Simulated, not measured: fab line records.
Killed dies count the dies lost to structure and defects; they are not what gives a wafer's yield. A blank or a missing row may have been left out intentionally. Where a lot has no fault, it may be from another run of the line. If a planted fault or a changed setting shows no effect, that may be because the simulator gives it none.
Which of the tools did it? | flow n5Finfet | 72 wafers from 24 lots sampled at 6 of the route's 1938 steps

== WHAT THE GAUGES READ, wafer by wafer ==
N5_BEOL_M10_THK_MEAS_53: measures by xrf. Usual: M10_THK typically reads 138.1 nm, with standard deviation 2.4.
lot  | measured     | on           | M10_THK (nm)      | flag
L074 | day 10 03:26 | filmMetro-01 | 139.0 134.0 138.1 | 
L075 | day 10 12:47 | filmMetro-01 | 137.1 138.2 136.3 | 
L076 | day 10 11:00 | filmMetro-01 | 138.3 137.4 138.7 | 
L077 | day 10 19:36 | filmMetro-02 | 139.9 135.0 139.5 | 
L078 | day 11 07:59 | filmMetro-01 | 139.9 139.4 137.0 | 
L079 | day 11 17:50 | filmMetro-02 | 141.4 139.6 139.6 | 
L080 | day 11 20:25 | filmMetro-01 | 137.7 137.5 135.9 | 
L082 | day 12 03:05 | filmMetro-02 | 140.6 142.5 140.0 | 
L081 | day 12 09:27 | filmMetro-01 | 140.0 137.9 139.1 | 
L084 | day 12 12:05 | filmMetro-01 | 138.0 136.0 138.8 | 
L083 | day 12 13:52 | filmMetro-02 | 140.5 138.9 140.6 | 
L085 | day 12 20:07 | filmMetro-01 | 136.3 138.2 138.6 | 
L086 | day 13 03:45 | filmMetro-02 | 140.1 139.1 139.8 | 
L087 | day 14 02:26 | filmMetro-01 | 139.2 139.7 139.6 | 
L090 | day 14 01:41 | filmMetro-01 | 139.4 138.2 137.6 | 
L088 | day 14 02:46 | filmMetro-01 | 135.3 136.0 136.8 | 
L089 | day 14 13:22 | filmMetro-01 | 138.6 137.2 136.0 | 
L091 | day 14 12:38 | filmMetro-01 | 134.9 136.3 132.0 | 
L092 | day 14 15:02 | filmMetro-01 | 135.2 135.1 134.0 | 
L094 | day 15 08:41 | filmMetro-01 | 138.3 138.5 133.7 | 
L093 | day 15 10:30 | filmMetro-01 | 140.8 136.5 140.9 | 
L096 | day 16 05:54 | filmMetro-02 | 142.8 141.4 143.3 | 
L095 | day 16 06:36 | filmMetro-02 | 139.5 143.0 140.6 | 
L097 | day 16 14:13 | filmMetro-01 | 138.3 137.3 138.0 | 

== WHICH TOOL RAN EACH LOT (tool, then ch and the chambers of the sampled wafers, then the start) ==
lot  | N5_BEOL_M10_CURE_71          | N5_BEOL_M10_STRIP_19              | N5_BEOL_M10_DESCUM_33             | N5_BEOL_M10_ANNEAL_51           | N5_BEOL_M10_CMP_52
L074 | uvCure-02 ch 2, day 9 18:59  | rieDiel-04 ch 1,2,3, day 9 21:12  | rieDiel-06 ch 0,1,2, day 9 23:06  | rtpAnneal-02 ch 0, day 10 02:53 | cmp-04 ch 0,1,2, day 10 03:08
L075 | uvCure-02 ch 0, day 10 02:50 | rieDiel-04 ch 0,2,3, day 10 06:23 | rieDiel-03 ch 0,2,3, day 10 07:54 | rtpAnneal-02 ch 0, day 10 12:11 | cmp-04 ch 0,1,3, day 10 12:29
L076 | uvCure-02 ch 0, day 10 04:45 | rieDiel-03 ch 0,2, day 10 07:23   | rieDiel-04 ch 0,1,3, day 10 07:55 | rtpAnneal-01 ch 0, day 10 10:25 | cmp-01 ch 0,3, day 10 10:42
L077 | uvCure-01 ch 2, day 10 11:19 | rieDiel-06 ch 1,2, day 10 13:52   | rieDiel-06 ch 0,1,2, day 10 14:41 | rtpAnneal-02 ch 0, day 10 19:01 | cmp-03 ch 1,2,3, day 10 19:20
L078 | uvCure-02 ch 0, day 10 22:48 | rieDiel-04 ch 0,1,2, day 11 02:07 | rieDiel-04 ch 0,1, day 11 05:11   | rtpAnneal-01 ch 0, day 11 07:31 | cmp-04 ch 0,1, day 11 07:41
L079 | uvCure-01 ch 0, day 11 10:22 | rieDiel-06 ch 1,2, day 11 12:55   | rieDiel-03 ch 0,2, day 11 13:22   | rtpAnneal-02 ch 0, day 11 17:18 | cmp-04 ch 0,2, day 11 17:33
L080 | uvCure-01 ch 2, day 11 10:49 | rieDiel-06 ch 0,1,3, day 11 14:47 | rieDiel-04 ch 1,2,3, day 11 16:58 | rtpAnneal-01 ch 0, day 11 19:50 | cmp-03 ch 0,1,2, day 11 20:08
L082 | uvCure-02 ch 1, day 11 19:23 | rieDiel-04 ch 0,1, day 11 22:35   | rieDiel-04 ch 1,2, day 11 23:12   | rtpAnneal-01 ch 0, day 12 02:32 | cmp-03 ch 1,2,3, day 12 02:47
L081 | uvCure-01 ch 1, day 11 19:27 | rieDiel-06 ch 0,3, day 11 22:50   | rieDiel-06 ch 0,1,2, day 12 05:47 | rtpAnneal-02 ch 0, day 12 08:52 | cmp-03 ch 0,2,3, day 12 09:11
L084 | uvCure-03 ch 2, day 12 03:53 | rieDiel-03 ch 0,1,3, day 12 06:46 | rieDiel-03 ch 1,2,3, day 12 07:33 | rtpAnneal-01 ch 0, day 12 11:28 | cmp-01 ch 1,2, day 12 11:46
L083 | uvCure-02 ch 2, day 12 08:17 | rieDiel-06 ch 0,1,3, day 12 10:25 | rieDiel-03 ch 1,3, day 12 11:13   | rtpAnneal-01 ch 0, day 12 13:16 | cmp-04 ch 0,1,3, day 12 13:34
L085 | uvCure-03 ch 1, day 12 14:37 | rieDiel-06 ch 0,2, day 12 16:30   | rieDiel-06 ch 0,1,2, day 12 17:42 | rtpAnneal-01 ch 0, day 12 19:34 | cmp-03 ch 0,2, day 12 19:51
L086 | uvCure-02 ch 2, day 12 21:29 | rieDiel-03 ch 0,3, day 12 23:05   | rieDiel-04 ch 0,1, day 12 23:35   | rtpAnneal-01 ch 0, day 13 03:10 | cmp-03 ch 0,2,3, day 13 03:27
L087 | uvCure-02 ch 2, day 13 14:38 | rieDiel-03 ch 2,3, day 13 18:26   | rieDiel-04 ch 1,3, day 13 22:32   | rtpAnneal-01 ch 0, day 14 01:53 | cmp-03 ch 0,2,3, day 14 02:11
L090 | uvCure-03 ch 0, day 13 14:56 | rieDiel-06 ch 2,3, day 13 18:13   | rieDiel-04 ch 0,1,3, day 13 22:04 | rtpAnneal-01 ch 0, day 14 01:08 | cmp-04 ch 1,2,3, day 14 01:28
L088 | uvCure-03 ch 0, day 13 15:20 | rieDiel-06 ch 2,3, day 13 18:16   | rieDiel-03 ch 0,2, day 13 21:55   | rtpAnneal-02 ch 0, day 14 02:11 | cmp-03 ch 0,1,2, day 14 02:31
L089 | uvCure-03 ch 2, day 13 23:50 | rieDiel-03 ch 1,3, day 14 01:54   | rieDiel-03 ch 1,2,3, day 14 10:12 | rtpAnneal-01 ch 0, day 14 12:49 | cmp-01 ch 0,2, day 14 13:04
L091 | uvCure-03 ch 1, day 14 01:35 | rieDiel-04 ch 0,3, day 14 05:07   | rieDiel-03 ch 0,2,3, day 14 09:44 | rtpAnneal-01 ch 0, day 14 12:03 | cmp-04 ch 1,2, day 14 12:21
L092 | uvCure-01 ch 1, day 14 03:20 | rieDiel-04 ch 0,1,2, day 14 10:32 | rieDiel-06 ch 0,1,2, day 14 11:48 | rtpAnneal-02 ch 0, day 14 14:26 | cmp-03 ch 1,2,3, day 14 14:44
L094 | uvCure-03 ch 0, day 15 00:12 | rieDiel-03 ch 0,1,2, day 15 02:31 | rieDiel-06 ch 2,3, day 15 05:00   | rtpAnneal-01 ch 0, day 15 08:05 | cmp-03 ch 0,1,2, day 15 08:24
L093 | uvCure-02 ch 2, day 15 01:35 | rieDiel-06 ch 1,2,3, day 15 05:49 | rieDiel-06 ch 2,3, day 15 06:56   | rtpAnneal-02 ch 0, day 15 10:00 | cmp-04 ch 0,1,3, day 15 10:17
L096 | uvCure-02 ch 1, day 15 22:49 | rieDiel-04 ch 0,1,2, day 16 01:41 | rieDiel-03 ch 0,1,3, day 16 03:10 | rtpAnneal-02 ch 0, day 16 05:19 | cmp-03 ch 0,1,2, day 16 05:36
L095 | uvCure-03 ch 2, day 16 00:45 | rieDiel-04 ch 1,2, day 16 02:24   | rieDiel-03 ch 1,3, day 16 03:38   | rtpAnneal-01 ch 0, day 16 06:02 | cmp-04 ch 0,2,3, day 16 06:23
L097 | uvCure-03 ch 0, day 16 06:10 | rieDiel-06 ch 0,2,3, day 16 09:25 | rieDiel-03 ch 1,2, day 16 10:04   | rtpAnneal-01 ch 0, day 16 13:40 | cmp-01 ch 0,1,3, day 16 13:55
- N5_BEOL_M10_CURE_71: cures SiCOH lowk, time 240 s.
- N5_BEOL_M10_STRIP_19: strips in O2.
- N5_BEOL_M10_DESCUM_33: chemistry O2, time 7.9 s.
- N5_BEOL_M10_ANNEAL_51: time 90 s.
- N5_BEOL_M10_CMP_52: polishes, stops on SiCOH lowk, t overpolish 7 s, target thk 140 nm.

== AS READ BY THE TOOLS THEMSELVES (means over the sampled wafers that have a number; for cases with no such wafer, the mark the record gives instead) ==
N5_BEOL_M10_CURE_71. Usual: lampPowerPct 52.31 %, standard deviation 0.054; wafer_temp_C_max 386.9, standard deviation 0.57.
lot  | tool      | lampPowerPct (%) | wafer_temp_C_max | flag
L074 | uvCure-02 | 52.32            | 386.4            | 
L075 | uvCure-02 | 52.35            | 386.5            | 
L076 | uvCure-02 | 52.30            | 387.1            | 
L077 | uvCure-01 | 52.29            | 387.9            | 
L078 | uvCure-02 | 52.35            | 387.1            | 
L079 | uvCure-01 | 52.30            | 386.2            | 
L080 | uvCure-01 | 52.28            | 387.5            | 
L082 | uvCure-02 | 52.25            | 387.7            | 
L081 | uvCure-01 | 52.33            | 386.9            | 
L084 | uvCure-03 | 52.37            | 386.2            | 
L083 | uvCure-02 | 52.34            | 386.5            | 
L085 | uvCure-03 | 52.33            | 387.4            | 
L086 | uvCure-02 | 52.29            | 386.3            | 
L087 | uvCure-02 | 52.26            | 386.8            | 
L090 | uvCure-03 | 52.29            | 386.6            | 
L088 | uvCure-03 | 52.32            | 386.5            | 
L089 | uvCure-03 | 52.30            | 386.8            | 
L091 | uvCure-03 | 52.34            | 387.8            | 
L092 | uvCure-01 | 52.32            | 386.4            | 
L094 | uvCure-03 | 52.31            | 387.2            | 
L093 | uvCure-02 | 52.31            | 386.2            | 
L096 | uvCure-02 | 52.35            | 387.7            | 
L095 | uvCure-03 | 52.31            | 386.3            | 
L097 | uvCure-03 | 52.25            | 386.8            | 

N5_BEOL_M10_STRIP_19. Usual: drypumpMotorCurrentA 5.5 A, standard deviation 0.4; oesProductAu 0.80 a.u., standard deviation 0.071; rfVppV 3.6 V, standard deviation 0.63; showerheadPlenumPTorr 2.10 Torr, standard deviation 0.071; tempC 40.00 C, standard deviation 0.11; throttleValvePct 16.67 %, standard deviation 0.29.
lot  | tool       | drypumpMotorCurrentA (A) | oesProductAu (a.u.) | rfVppV (V) | showerheadPlenumPTorr (Torr) | tempC (C) | throttleValvePct (%) | flag
L074 | rieDiel-04 | 5.6                      | 0.87                | 3.5        | 2.13                         | 40.01     | 16.25                | 
L075 | rieDiel-04 | 5.5                      | 0.84                | 4.0        | 2.16                         | 40.07     | 16.45                | 
L076 | rieDiel-03 | 5.5                      | 0.86                | 3.3        | 2.16                         | 39.95     | 16.43                | 
L077 | rieDiel-06 | 5.2                      | 0.76                | 3.6        | 2.01                         | 40.08     | 16.94                | 
L078 | rieDiel-04 | 5.6                      | 0.84                | 3.8        | 2.16                         | 40.04     | 16.54                | 
L079 | rieDiel-06 | 5.2                      | 0.76                | 4.1        | 2.01                         | 39.92     | 16.94                | 
L080 | rieDiel-06 | 5.8                      | 0.71                | 3.8        | 2.08                         | 40.02     | 16.82                | 
L082 | rieDiel-04 | 5.6                      | 0.85                | 3.8        | 2.17                         | 39.99     | 16.66                | 
L081 | rieDiel-06 | 6.2                      | 0.69                | 3.7        | 2.12                         | 40.06     | 16.77                | 
L084 | rieDiel-03 | 5.4                      | 0.88                | 3.3        | 2.08                         | 40.00     | 16.65                | 
L083 | rieDiel-06 | 5.8                      | 0.70                | 3.5        | 2.07                         | 40.01     | 16.83                | 
L085 | rieDiel-06 | 5.2                      | 0.75                | 4.0        | 2.03                         | 40.06     | 16.75                | 
L086 | rieDiel-03 | 5.5                      | 0.86                | 3.1        | 2.11                         | 39.89     | 16.81                | 
L087 | rieDiel-03 | 5.7                      | 0.84                | 3.9        | 2.18                         | 39.99     | 16.49                | 
L090 | rieDiel-06 | 5.5                      | 0.74                | 3.6        | 2.05                         | 40.09     | 16.86                | 
L088 | rieDiel-06 | 6.0                      | 0.71                | 3.0        | 2.10                         | 40.04     | 16.88                | 
L089 | rieDiel-03 | 5.6                      | 0.89                | 3.8        | 2.08                         | 39.87     | 16.57                | 
L091 | rieDiel-04 | 5.5                      | 0.81                | 3.9        | 2.14                         | 39.88     | 16.51                | 
L092 | rieDiel-04 | 5.6                      | 0.80                | 3.8        | 2.15                         | 40.10     | 16.60                | 
L094 | rieDiel-03 | 5.4                      | 0.82                | 3.9        | 2.10                         | 40.09     | 16.54                | 
L093 | rieDiel-06 | 5.6                      | 0.81                | 4.1        | 2.05                         | 39.95     | 16.80                | 
L096 | rieDiel-04 | 5.6                      | 0.78                | 3.1        | 2.15                         | 39.97     | 16.62                | 
L095 | rieDiel-04 | 5.7                      | 0.80                | 3.9        | 2.11                         | 39.89     | 16.35                | 
L097 | rieDiel-06 | 5.7                      | 0.79                | 3.2        | 2.07                         | 40.00     | 16.68                | 

N5_BEOL_M10_DESCUM_33. Usual: drypumpMotorCurrentA 5.5 A, standard deviation 0.34; oesProductAu 0.82 a.u., standard deviation 0.066; rfVppV 243.2 V, standard deviation 1.5; showerheadPlenumPTorr 2.10 Torr, standard deviation 0.07; tempC 40.00 C, standard deviation 0.092; throttleValvePct 20.40 %, standard deviation 0.3.
lot  | tool       | drypumpMotorCurrentA (A) | oesProductAu (a.u.) | rfVppV (V) | showerheadPlenumPTorr (Torr) | tempC (C) | throttleValvePct (%) | flag
L074 | rieDiel-06 | 5.3                      | 0.76                | 241.4      | 2.03                         | 40.03     | 20.53                | 
L075 | rieDiel-03 | 5.4                      | 0.88                | 244.1      | 2.14                         | 39.95     | 20.40                | 
L076 | rieDiel-04 | 5.5                      | 0.86                | 243.9      | 2.16                         | 39.93     | 20.32                | 
L077 | rieDiel-06 | 5.3                      | 0.76                | 242.2      | 2.03                         | 39.98     | 20.54                | 
L078 | rieDiel-04 | 5.6                      | 0.87                | 244.3      | 2.17                         | 39.90     | 20.45                | 
L079 | rieDiel-03 | 5.5                      | 0.84                | 243.6      | 2.15                         | 39.94     | 20.21                | 
L080 | rieDiel-04 | 5.6                      | 0.85                | 243.7      | 2.12                         | 40.08     | 20.04                | 
L082 | rieDiel-04 | 5.7                      | 0.84                | 243.2      | 2.12                         | 40.00     | 20.04                | 
L081 | rieDiel-06 | 5.2                      | 0.74                | 242.5      | 2.03                         | 39.96     | 20.56                | 
L084 | rieDiel-03 | 5.6                      | 0.89                | 243.8      | 2.13                         | 39.96     | 20.30                | 
L083 | rieDiel-03 | 5.7                      | 0.90                | 243.9      | 2.11                         | 40.03     | 20.50                | 
L085 | rieDiel-06 | 5.3                      | 0.74                | 240.8      | 2.03                         | 40.05     | 20.57                | 
L086 | rieDiel-04 | 5.6                      | 0.85                | 244.7      | 2.16                         | 40.01     | 20.48                | 
L087 | rieDiel-04 | 5.7                      | 0.85                | 244.0      | 2.12                         | 39.96     | 20.18                | 
L090 | rieDiel-04 | 5.5                      | 0.82                | 243.9      | 2.15                         | 40.09     | 20.36                | 
L088 | rieDiel-03 | 5.5                      | 0.81                | 244.0      | 2.15                         | 40.11     | 20.24                | 
L089 | rieDiel-03 | 5.6                      | 0.86                | 244.5      | 2.13                         | 40.01     | 20.32                | 
L091 | rieDiel-03 | 5.5                      | 0.83                | 243.0      | 2.12                         | 40.01     | 20.43                | 
L092 | rieDiel-06 | 5.3                      | 0.73                | 242.2      | 2.02                         | 40.03     | 20.58                | 
L094 | rieDiel-06 | 6.0                      | 0.90                | 242.1      | 2.09                         | 39.97     | 20.37                | 
L093 | rieDiel-06 | 6.0                      | 0.90                | 243.6      | 2.09                         | 39.97     | 20.38                | 
L096 | rieDiel-03 | 5.5                      | 0.84                | 243.0      | 2.07                         | 40.03     | 20.50                | 
L095 | rieDiel-03 | 5.6                      | 0.86                | 243.7      | 2.07                         | 39.98     | 20.40                | 
L097 | rieDiel-03 | 5.7                      | 0.82                | 243.9      | 2.15                         | 40.03     | 20.16                | 

N5_BEOL_M10_ANNEAL_51. Usual: wafer_temp_C_max reads 225.94 (standard deviation 0.22).
lot  | tool         | wafer_temp_C_max | flag
L074 | rtpAnneal-02 | 225.88           | 
L075 | rtpAnneal-02 | 225.96           | 
L076 | rtpAnneal-01 | 225.99           | 
L077 | rtpAnneal-02 | 226.08           | 
L078 | rtpAnneal-01 | 225.91           | 
L079 | rtpAnneal-02 | 226.06           | 
L080 | rtpAnneal-01 | 225.88           | 
L082 | rtpAnneal-01 | 225.89           | 
L081 | rtpAnneal-02 | 225.99           | 
L084 | rtpAnneal-01 | 225.93           | 
L083 | rtpAnneal-01 | 226.04           | 
L085 | rtpAnneal-01 | 226.25           | 
L086 | rtpAnneal-01 | 225.97           | 
L087 | rtpAnneal-01 | 225.94           | 
L090 | rtpAnneal-01 | 226.04           | 
L088 | rtpAnneal-02 | 225.91           | 
L089 | rtpAnneal-01 | 225.95           | 
L091 | rtpAnneal-01 | 225.84           | 
L092 | rtpAnneal-02 | 225.80           | 
L094 | rtpAnneal-01 | 225.93           | 
L093 | rtpAnneal-02 | 225.57           | 
L096 | rtpAnneal-02 | 225.96           | 
L095 | rtpAnneal-01 | 226.18           | 
L097 | rtpAnneal-01 | 225.90           | 

N5_BEOL_M10_CMP_52. Usual: barrierFieldEndpointS 29.0 s, standard deviation 0.62; edgeZonePressureFrac 1.000, standard deviation 0.0052; motorCurrentA 5.9 A, standard deviation 0.67; overpolishRunS 7.001 s, standard deviation 0.0089; timeToEndpointS 66.5 s, standard deviation 2.5.
lot  | tool   | barrierFieldEndpointS (s) | edgeZonePressureFrac | motorCurrentA (A) | overpolishRunS (s) | timeToEndpointS (s) | flag
L074 | cmp-04 | 28.7                      | 0.998                | 6.5               | 6.989              | 67.9                | 
L075 | cmp-04 | 28.2                      | 1.005                | 5.4               | 6.988              | 68.4                | 
L076 | cmp-01 | 29.9                      | 0.997                | 6.0               | 7.006              | 69.4                | 
L077 | cmp-03 | 29.1                      | 1.008                | 6.0               | 7.006              | 68.0                | 
L078 | cmp-04 | 28.9                      | 1.007                | 5.7               | 7.000              | 68.6                | 
L079 | cmp-04 | 28.7                      | 0.997                | 5.7               | 6.998              | 67.1                | 
L080 | cmp-03 | 29.2                      | 0.994                | 5.6               | 6.993              | 67.5                | 
L082 | cmp-03 | 29.2                      | 1.000                | 5.9               | 7.002              | 66.6                | 
L081 | cmp-03 | 28.9                      | 1.000                | 5.8               | 7.001              | 66.2                | 
L084 | cmp-01 | 29.5                      | 0.994                | 6.2               | 7.000              | 68.9                | 
L083 | cmp-04 | 28.4                      | 1.000                | 5.3               | 7.003              | 65.4                | 
L085 | cmp-03 | 29.1                      | 0.999                | 5.7               | 7.004              | 66.3                | 
L086 | cmp-03 | 28.7                      | 1.001                | 5.6               | 6.991              | 67.4                | 
L087 | cmp-03 | 29.1                      | 0.997                | 5.7               | 7.004              | 67.3                | 
L090 | cmp-04 | 29.0                      | 0.999                | 5.8               | 7.003              | 66.1                | 
L088 | cmp-03 | 29.4                      | 1.002                | 6.0               | 6.997              | 67.0                | 
L089 | cmp-01 | 29.2                      | 1.005                | 6.5               | 7.006              | 68.9                | 
L091 | cmp-04 | 28.7                      | 1.002                | 6.9               | 6.997              | 66.2                | 
L092 | cmp-03 | 29.0                      | 0.996                | 5.9               | 7.003              | 65.0                | 
L094 | cmp-03 | 28.8                      | 1.004                | 5.8               | 7.008              | 64.1                | 
L093 | cmp-04 | 28.8                      | 1.001                | 5.4               | 6.999              | 62.4                | 
L096 | cmp-03 | 28.2                      | 1.000                | 5.9               | 6.996              | 65.4                | 
L095 | cmp-04 | 28.2                      | 1.001                | 5.6               | 7.005              | 63.2                | 
L097 | cmp-01 | 29.8                      | 0.995                | 6.0               | 6.996              | 70.1                | 

== THE ANSWER, worked out from the rows above alone ==
Rule: a lot counts as off when the mean over its wafers that have a number is more than 3 standard deviations away from the usual mean. A lot without any number at a reading at which 4 lots or more have one is off too. All remaining lots with rows at the step are treated as sound. The gauges are gone through in route order, then the tools' own readings, and for those a lot's mean is taken as printed above. The first step at which some lot is off is used, and at that step the reading that is off furthest; a lot without a number counts as furthest.
Across all readings shown, no lot is off: no conclusion can be drawn from this.

== WHAT HAD BEEN PUT IN BY THE SIMULATOR ==
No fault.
